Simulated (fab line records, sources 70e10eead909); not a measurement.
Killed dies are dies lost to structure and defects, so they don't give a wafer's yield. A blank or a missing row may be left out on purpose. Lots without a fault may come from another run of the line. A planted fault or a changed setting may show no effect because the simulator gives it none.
Chamber matching | flow nand_harc | NHARC_A_CONTACT_DEP_85 on pecvd-03: 3 sister chambers
The step deposits SiON, target thk 60 nm. 6 wafers are shown with their chamber, then 7 later ones without.

WAFERS WITH THEIR CHAMBER
wafer  | chamber | heater_power_outer_w (W) | chamber_pressure_Torr (Torr)
L539.1 | 0       | 366                      | 3.502
L542.3 | 2       | 416                      | 3.515
L542.4 | 1       | 515                      | 3.495
L542.6 | 2       | 408                      | 3.514
L545.2 | 1       | 546                      | 3.499
L545.3 | 0       | 405                      | 3.498

WAFERS WITHOUT THEIR CHAMBER
wafer  | heater_power_outer_w (W) | chamber_pressure_Torr (Torr)
L545.6 | 417                      | 3.510
L546.3 | 392                      | 3.497
L546.4 | 355                      | 3.500
L546.5 | 387                      | 3.496
L551.2 | 443                      | 3.512
L551.3 | 606                      | 3.505
L551.4 | 431                      | 3.492

WHICH CHAMBER EACH WENT THROUGH
wafer  | from the rows above     | in truth
L545.6 | 2                       | 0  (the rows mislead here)
L546.3 | 0                       | 0
L546.4 | 0                       | 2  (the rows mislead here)
L546.5 | 0                       | 0
L551.2 | 2                       | 2
L551.3 | 1                       | 1
L551.4 | can't be placed: 0 or 1 | 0
Placed correctly: 4 of 7. Can't be placed from these rows: 1 (the true chamber is among the candidates in 1). Placed wrongly: 2.
How it was worked out, from the rows above alone: a wafer's distance from a chamber is the root of the sum, over the readings, of the square of ((its reading less the chamber's mean) divided by the reading's scatter). The wafer belongs to the nearest chamber; if the next one is less than 2 further off, it can't be placed. A chamber's mean is the mean of its shown wafers. The scatter: the root of (the sum of the squares of (reading less its chamber's mean) over the shown wafers, divided by (wafers less chambers)).
